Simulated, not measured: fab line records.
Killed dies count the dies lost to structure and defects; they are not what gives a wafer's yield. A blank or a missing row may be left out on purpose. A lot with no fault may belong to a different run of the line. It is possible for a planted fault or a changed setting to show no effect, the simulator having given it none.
fab line records | flow n5Finfet
record: lots: 5 wafers: 15 lastDay: 15
route steps=1938 shown MOL_CONTACT_COAG@534 PASSIVATION@1936
lots that met no fault: from a run of the same line without faults
startH: hours from the record's opening day to when the first of the lot's shown wafers began | waitH: hours elapsed since this lot's preceding step | " same as the row above | L1.1+2: several wafers, shown together as one row | - no value, or no start was given | * or withheld: withheld | < > ~ a bound
route shown NAME@n: NAME is a module with steps in the file, n the number in the route of the first one | usual: the fault-free wafers' mean and standard deviation | same: alike in all rows | chamber/n: place in a boat | sites: per-site readings | _std_site: their standard deviation | _edge_site: outer sites' mean less inner sites' | radiusMm: how far each site lies from the wafer's centre | mask NAME#n: copy n | behind: the most recent tool/chamber to have shaped the wafer | hold: the reason the lot was held/the length of the hold in hours/how it ended | device: names the non-switching transistor (n, p or np) | end of line: at the end of the route, the tests of the same wafers | for a step that has no rows: nothing shown but its recipe | killed: dies that structure and defects cost at the first sort, which is not the same as the wafer's yield | map: the dies of a wafer, with x for killed, . for not killed, _ for no die there
set.NAME: the setting the step ran with; set.NAME@STEP: the setting that earlier step ran with | model.NAME: the simulator's own value behind a step, which no gauge read
lots at selected steps of the route; one table per step, one row per wafer
== steps ==
step: N5_MOL_CONTACT_COAG_STRIP_108
recipe: chemistry: N2/H2 tempC: 40 n2FlowSccm: 200 h2FlowSccm: 200 rfFrequencyHz: 6e+07
step: N5_MOL_CONTACT_COAG_CONTACT_ETCH_14
recipe: chemistry: C4F6/O2 target: SiO2 targetDepthA: 275 overetchA: 85 maskMaterial: SOC pressureMtorr: 30 sourceW: 370 biasW: 185 Ar_flow_sccm: 300 C4F6_flow_sccm: 16 O2_flow_sccm: 10 timeS: 20 ionEnergyEv: 259.6
step: N5_MOL_CONTACT_COAG_STRIP_109
recipe: chemistry: C4F6/O2 resist: SiARC rfFrequencyHz: 6e+07
step: N5_MOL_CONTACT_COAG_ETCH_15
recipe: chemistry: CH3F/O2 target: SiNx targetDepthA: 70 maskMaterial: SOC stopOn: Si:P overEtchFrac: 0.75 ionEnergyEv: 120 pressureMtorr: 30 sourceW: 395 biasW: 73 Ar_flow_sccm: 150 CH3F_flow_sccm: 30 O2_flow_sccm: 20
step: N5_MOL_CONTACT_COAG_ETCH_110
recipe: chemistry: CF4/O2 target: Si targetDepthA: 25 timeS: 8 pressureMtorr: 100 sourceW: 200 biasW: 12 ionEnergyEv: 60 Ar_flow_sccm: 100 cf4FlowSccm: 100 O2_flow_sccm: 10
step: N5_MOL_CONTACT_COAG_STRIP_98
recipe: chemistry: N2/H2 powerW: 500 tempC: 40 pressureMtorr: 50 rfFrequencyHz: 6e+07 overashFraction: 0.3 biasPowerW: 8 h2Frac: 0.5 n2FlowSccm: 300 h2FlowSccm: 300
step: N5_MOL_CONTACT_COAG_IMPLANT_129
recipe: species: Ge energyKev: 3 doseCm2: 6e+14 tiltDeg: 0 rotationDeg: 0
step: N5_MOL_CONTACT_COAG_PRECLEAN_111
recipe: chemistry: NF3:NH3 afsCycles: 1 tempC: 30 timeS: 20 sublimationTempC: 180 sublimationTimeS: 60 pressureTorr: 3 rfPowerW: 30
step: N5_MOL_CONTACT_COAG_TI_SIL_19
recipe: material: Ti targetThkA: 42 tempC: 200 chamberPressurePa: 5 powerW: 5000 timeS: 15
step: N5_MOL_CONTACT_COAG_ALD_20
recipe: material: TiN targetThkA: 15 tempC: 400 aldPrecursorFamily: TiCl4 aldCoReactant: NH3 pulseTimeS: 1 purgeTimeS: 3 coReactantPurgeTimeS: 2 coReactantPulseTimeS: 2 aldCycles: 68 pressureTorr: 3
step: N5_MOL_CONTACT_COAG_SIL_ANNEAL_21
recipe: tempC: 550 timeS: 60 ambient: N2
step: N5_MOL_CONTACT_COAG_PRE_CLEAN_141
recipe: gas: H2/He timeS: 60 tempC: 300
usual: heaterPowerW: 457/40
columns lot.wafer tool chamber startH waitH heaterPowerW
L982.2 pvdSputter-02 - 97.55 1.8 474
L982.4 " - " " 444
L982.6 " - " " 479
L986.1 pvdSputter-02 - 127.76 0.6 433
L986.4 " - " " 495
L986.5 " - " " 438
L987.4 pvdSputter-01 - 131.36 0.7 422
L987.5 " - " " 437
L987.6 " - " " 423
L988.2 pvdSputter-02 - 136.52 0.5 398
L988.4 " - " " 485
L988.5 " - " " 493
L989.1 pvdSputter-02 - 140.25 0.2 426
L989.2 " - " " 462
L989.3 " - " " 479
step: N5_MOL_CONTACT_COAG_SPUTTER_143
recipe: material: Co targetThkA: 25 tempC: 25 chamberPressurePa: 0.2
step: N5_MOL_CONTACT_COAG_CO_FILL_22
recipe: material: Co targetThkA: 200 tempC: 200 precursor: CCTBA/H2 pressureTorr: 30
step: N5_MOL_CONTACT_COAG_ANNEAL_113
recipe: tempC: 400 timeS: 300 ambient: H2/N2
step: N5_MOL_CONTACT_COAG_PRE_CLEAN_142
recipe: gas: H2/He timeS: 60 tempC: 300
step: N5_MOL_CONTACT_COAG_SPUTTER_130
recipe: material: Co targetThkA: 475 tempC: 25 chamberPressurePa: 0.5 powerW: 3000
step: N5_MOL_CONTACT_COAG_PRECLEAN_125
recipe: chemistry: DIW timeS: 57.5 tempC: 23
step: N5_MOL_CONTACT_COAG_SRD_126
recipe: dryTimeS: 32 dry: n2Spin spinRpm: 1500
step: N5_MOL_CONTACT_COAG_CMP_23
recipe: stopOn: SiO2 tOverpolishS: 1.5 postCmpClean: cuAlkaline downForcePsi: 2 platenRpm: 50.289 padVelocityMS: 1.0006 targetThkNm: 0
step: N5_MOL_CONTACT_COAG_WET_ETCH_26
recipe: target: Co targetDepthNm: 13
step: N5_MOL_CONTACT_COAG_WET_ETCH_116
recipe: chemistry: SC1-inhibited targetDepthNm: 4.6 dry: ipaMarangoni rinseTimeS: 30 rinseTempC: 23
step: N5_MOL_CONTACT_COAG_ALD_27
recipe: material: SiOC targetThkA: 170 tempC: 400 aldPrecursorFamily: carbosiloxane aldCoReactant: H2-plasma pulseTimeS: 1.5 timeS: 2720 purgeTimeS: 2 coReactantPurgeTimeS: 2 aldCycles: 340 pressureTorr: 2
step: N5_MOL_CONTACT_COAG_CMP_28
recipe: stopOn: SiNx tOverpolishS: 0.85 postCmpClean: alkalineBrush downForcePsi: 4.15 platenRpm: 51.8 padVelocityMS: 1.0307 targetThkNm: 14.522
step: N5_MOL_CONTACT_COAG_ALD_123
recipe: material: SiNx targetThkA: 50 tempC: 400 aldPrecursorFamily: SiH2I2 aldCoReactant: N2/H2-plasma pulseTimeS: 1 purgeTimeS: 2 coReactantPurgeTimeS: 2 aldCycles: 100 pressureTorr: 2
step: N5_MOL_CONTACT_COAG_PECVD_31
recipe: material: SiO2 targetThkA: 460 tempC: 400 precursor: TEOS/O2 pressureTorr: 6.5 rfW: withheld teosFlowSccm: withheld gas: O2 flowSccm: 2650 timeS: 8.9
step: N5_MOL_CONTACT_COAG_COAT_75
recipe: resist: SOC tempC: 250 timeS: 60 spinRpm: 1500 resistThkNm: 60
step: N5_MOL_CONTACT_COAG_COAT_76
recipe: resist: SiARC tempC: 220 timeS: 60 spinRpm: 1500 resistThkNm: 10
step: N5_MOL_CONTACT_COAG_COAT_77
recipe: resist: underlayer tempC: 205 timeS: 60 spinRpm: 1500 resistThkNm: 10
step: N5_MOL_CONTACT_COAG_COAT_78
recipe: resist: CAR-EUV spinRpm: 1500 resistThkNm: 40
step: N5_MOL_CONTACT_COAG_EBR_80
recipe: solvent: PGMEA ebrWidthMm: 1.5
step: N5_MOL_CONTACT_COAG_SOFTBAKE_79
recipe: tempC: 110 timeS: 60 resist: CAR-EUV
step: N5_MOL_CONTACT_COAG_EXPOSE_81
recipe: maskId: VG na: 0.33 sourceShape: annular sigmaInner: 0.3 sigmaOuter: 0.7 polarization: unpolarized defocusNm: 0 doseMj: 59.5
step: N5_MOL_CONTACT_COAG_PEB_82
recipe: pebTempC: 100 pebTimeS: 60 resist: CAR-EUV
step: N5_MOL_CONTACT_COAG_DEVELOP_83
recipe: developTimeS: 30 developer: TMAH resist: CAR-EUV rinseLiquid: surfactantRinse dry: airSpin devTempC: 23
step: N5_PASSIVATION_PROBE_49
usual: defectLimitedYield: 91.5/1.5 killed_at_M0_to_M3: 33/10 killed_at_M4_up: 15/6.4 killedAtContacts: 12/5.4 killedAtFrontEnd: 38/9.8 killedAtOther: 4/3.1 killedDies: 101/18 killedOnRim: 13/3.9 killedOpen: 67/14 killedShort: 33/7.9 sort_bin_5_function: 5.0/1 sort_bin_6_memory: 3.2/0.67 sortNPass: 1079/18 sortYieldPct: 91.5/1.5
same: grossDies: 1180 killedAtBackSide: 0 sort_bin_4_leakage[%]: 0 sort_bin_8_speed[%]: 0
columns lot.wafer tool chamber startH waitH defectLimitedYield[%] killed_at_M0_to_M3 killed_at_M4_up killedAtContacts killedAtFrontEnd killedAtOther killedDies killedOnRim killedOpen killedShort sort_bin_5_function[%] sort_bin_6_memory[%] sortNPass sortYieldPct[%]
L988.2 prober-02 - 330.87 0.1 78.7 35 20 156 37 3 251 20 71 24 13.2 3.8 929 78.7
L988.4 prober-02 - 330.97 0.2 78.5 41 25 155 29 4 254 30 61 43 12.9 5.0 926 78.5
L988.5 prober-02 - 331.02 0.2 77.3 48 28 155 36 1 268 27 88 37 14.2 4.6 912 77.3
L987.4 prober-02 - 337.95 0.2 92.7 25 21 9 29 2 86 9 59 25 4.2 3.0 1094 92.7
L987.5 prober-02 - 338.00 0.2 91.8 26 8 19 40 4 97 12 67 26 4.7 3.2 1083 91.8
L987.6 prober-02 - 338.05 0.3 91.0 36 23 3 41 3 106 16 70 34 5.7 3.2 1074 91.0
L989.1 prober-02 - 348.89 0.0 86.0 41 15 62 45 2 165 28 58 50 8.1 4.0 1015 86.0
L989.2 prober-02 - 348.94 0.1 89.0 41 6 54 29 0 130 28 47 36 6.1 3.1 1050 89.0
L989.3 prober-02 - 348.99 0.1 80.8 28 9 159 29 2 227 21 54 31 10.4 5.0 953 80.8
L986.1 prober-02 - 361.60 0.0 85.7 54 12 59 44 0 169 27 86 32 8.9 3.5 1011 85.7
L986.4 prober-02 - 361.75 0.2 79.5 49 8 152 31 2 242 20 76 29 13.1 4.3 938 79.5
L986.5 prober-02 - 361.80 0.2 86.3 31 12 77 39 3 162 30 76 34 7.4 3.9 1018 86.3
killed by level:class
L988.2 MOL_CONTACT_COAG:unspecified=150 BEOL_M3:geometricParticle:open=17 BEOL_M4:geometricParticle:open=11 FIN_SAQP:geometricParticle:open=10 BEOL_M0_SAQP:geometricParticle:short=7 MOL_CONTACT_COAG:geometricParticle:open=6 FIN_SAQP:geometricParticle:short=5 DUMMY_GATE:geometricParticle:open=4
L988.4 MOL_CONTACT_COAG:unspecified=149 BEOL_M0_SAQP:geometricParticle:short=22 BEOL_M4:geometricParticle:open=13 FIN_SAQP:geometricParticle:short=10 STI_FIN_REVEAL:geometricParticle:open=9 BEOL_M0_SAQP:geometricParticle:open=7 MOL_CONTACT_COAG:geometricParticle:open=5 FIN_SAQP:geometricParticle:open=4
L988.5 MOL_CONTACT_COAG:unspecified=143 BEOL_M4:geometricParticle:open=15 BEOL_M0_SAQP:geometricParticle:open=13 MOL_CONTACT_COAG:geometricParticle:open=11 BEOL_M3:geometricParticle:open=11 BEOL_M0_SAQP:geometricParticle:short=9 BEOL_M1:geometricParticle:open=9 FIN_SAQP:geometricParticle:short=7
L987.4 BEOL_M4:geometricParticle:open=9 MOL_CONTACT_COAG:geometricParticle:open=7 BEOL_M3:geometricParticle:open=7 DUMMY_GATE:geometricParticle:open=6 GATE_CUT:geometricParticle:short=5 BEOL_M0_SAQP:geometricParticle:short=5 BEOL_M0:geometricParticle:open=5 FIN_SAQP:geometricParticle:short=4
L987.5 MOL_CONTACT_COAG:geometricParticle:open=16 FIN_SAQP:geometricParticle:open=9 BEOL_M0:geometricParticle:open=7 STI_FIN_REVEAL:geometricParticle:open=6 FIN_SAQP:geometricParticle:short=5 BEOL_M0_SAQP:geometricParticle:short=5 BEOL_M3:geometricParticle:open=5 STARTING-WAFER:geometricParticle:short=5
L987.6 BEOL_M0_SAQP:geometricParticle:open=11 BEOL_M0_SAQP:geometricParticle:short=10 BEOL_M4:geometricParticle:open=10 STI_FIN_REVEAL:geometricParticle:open=9 FIN_SAQP:geometricParticle:short=7 GATE_CUT:geometricParticle:short=6 BEOL_M3:geometricParticle:open=5 STARTING-WAFER:geometricParticle:open=5
L989.1 MOL_CONTACT_COAG:unspecified=55 FIN_SAQP:geometricParticle:short=14 BEOL_M0_SAQP:geometricParticle:open=14 BEOL_M0_SAQP:geometricParticle:short=14 FIN_SAQP:geometricParticle:open=11 BEOL_M2:geometricParticle:open=6 BEOL_M4:geometricParticle:open=6 MOL_CONTACT_COAG:geometricParticle:short=5
L989.2 MOL_CONTACT_COAG:unspecified=47 BEOL_M0_SAQP:geometricParticle:open=15 FIN_SAQP:geometricParticle:short=12 BEOL_M0_SAQP:geometricParticle:short=9 GATE_CUT:geometricParticle:short=6 BEOL_M3:geometricParticle:open=6 BEOL_M2:geometricParticle:open=6 MOL_CONTACT_COAG:geometricParticle:open=5
L989.3 MOL_CONTACT_COAG:unspecified=142 MOL_CONTACT_COAG:geometricParticle:open=12 FIN_SAQP:geometricParticle:open=10 BEOL_M0_SAQP:geometricParticle:short=7 BEOL_M2:geometricParticle:open=7 STARTING-WAFER:geometricParticle:short=6 MOL_CONTACT_COAG:geometricParticle:short=5 BEOL_M3:geometricParticle:open=5
L986.1 MOL_CONTACT_COAG:unspecified=50 BEOL_M1:geometricParticle:open=19 STI_FIN_REVEAL:geometricParticle:open=17 BEOL_M3:geometricParticle:open=13 MOL_CONTACT_COAG:geometricParticle:open=5 BEOL_M2:geometricParticle:open=5 GATE_CUT:geometricParticle:short=4 GATE_CUT:geometricParticle:open=4
L986.4 MOL_CONTACT_COAG:unspecified=136 MOL_CONTACT_COAG:geometricParticle:open=13 BEOL_M2:geometricParticle:open=12 BEOL_M3:geometricParticle:open=10 BEOL_M1:geometricParticle:open=9 STI_FIN_REVEAL:geometricParticle:open=5 DUMMY_GATE:geometricParticle:open=5 BEOL_M0_SAQP:geometricParticle:open=5
L986.5 MOL_CONTACT_COAG:unspecified=51 MOL_CONTACT_COAG:geometricParticle:open=22 BEOL_M0_SAQP:geometricParticle:open=7 BEOL_M1:geometricParticle:open=7 BEOL_M2:geometricParticle:open=7 FIN_SAQP:geometricParticle:open=5 STI_FIN_REVEAL:geometricParticle:open=5 STARTING-WAFER:geometricParticle:open=5
map L986.4 (x killed, . not)
_________________........x...________________
______________.................._____________
___________x......................x__________
__________.....................x...._________
________..........xx............x....._______
_______...x......xx...x........x.......______
______...x......x......................._____
_____..............x.....................____
____.x.......x.....x..x...x..........x..xx___
___..........xx..x..........x..............__
___.....................x..................__
__x..........x............x................._
__.......................x...........x......_
_...x..................x............x........
_.x.........x......x...............x........x
_.x...........x....x..x..........x...x.......
_...............x...x.....................x..
_..x.......x........................x........
_x.x..x..x..x.x....x....xxx..x.......xx...x..
_..........xx....x..x....xx....x..x..........
_x........x......xx.......xx.xx..............
__...............x.....x....xxx.x.x........._
__............x..x......x.xxxxxxxxx.x.x....._
___.x.......x......x..x.xxxxxxxxxxxxx....x.__
___......x....x...x...xxxxxxxxxxxxxxxx....x__
____...............xx..xxxxxxxxxxxxxxxx...___
_____..................xxxxxxxxxxxxxx....____
______...x.............xxxxxxxxxxxxxxx.._____
_______.............x.x.xxxxxxxxxxxx..x______
________............xxx.xxxxxxxxxxxx.x_______
__________...x..........x.xxxxxxxxx._________
___________..............x.x.xxxxx.__________
______________.............x.x.._____________
_________________.....x......________________
map L988.5 (x killed, . not)
_________________.......x....________________
______________..x.......x......._____________
___________.........x..............__________
__________..............x.....x...xx_________
________...............x..x..........._______
_______................xx..............______
______...x....................xx....x..._____
_____.....................x..............____
____.x..x...xx.x......x..................x___
___..........x...x.................x..x....__
___x...x.x.x..x............x....x.....x....__
__..........x..............x.............x.._
__......x.x..x................x............._
_....x..........x......x.................x..x
_x......x..........x.x................x......
_..x...........x.......xx...x................
_..x.x........x.......x.x........x...........
_.........x................x...x.............
_.x................x....xx...........x...x...
_..............x.x.x...........x.xx.....x....
_....x..xx..................x.x...x....xx....
__..x.....................xxxxxxxx.xxx......_
__.....xx..x....x.........xxxxxxxxxx........_
___.x...x..x..x.......x.xxxxxxxxxxxxxx.....__
___...x...x...........x.xxxxxxxxxxxx.xx....__
____..........x.......xxxxxxxxxxxxxxx..x..___
_____....xx.x.....x...xxxxxxxxxxxxxxxx.xx____
______xxx....x....x..xxxxxxxxxxxxxxxxx.._____
_______...............x.xxxxxxxxxxxxx..______
________x.x.x.............xxxxxxxxxxx._______
__________...x..........xxxxxxxxxxx._________
___________..x..x....x....xxxxxxx.x__________
______________.x.x.........x.xx._____________
_________________.........x..________________
== key ==
firstSign: step: N5_PASSIVATION_PROBE_49 reading: killedAtContacts direction: up sigmas: 19 usual: 12 struck: 114
effect: step: N5_PASSIVATION_PROBE_49 reading: killedDies direction: up sigmas: 5.9 usual: 101 struck: 208
moreKillsBornAt: N5_MOL_CONTACT_COAG_PRE_CLEAN_141@pvdSputter-02: 923
metAt N5_MOL_CONTACT_COAG_PRE_CLEAN_141
struckWafers L986.1,L986.4,L986.5,L988.2,L988.4,L988.5,L989.1,L989.2,L989.3
onsetBetween 97.55 127.76
fault: kind: chamberParticleSource tool: pvdSputter-02 chamber: - onsetH: 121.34 steps: N5_MOL_CONTACT_COAG_PRE_CLEAN_141 ratePerVisitCm2: 1.7093 endH: 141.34
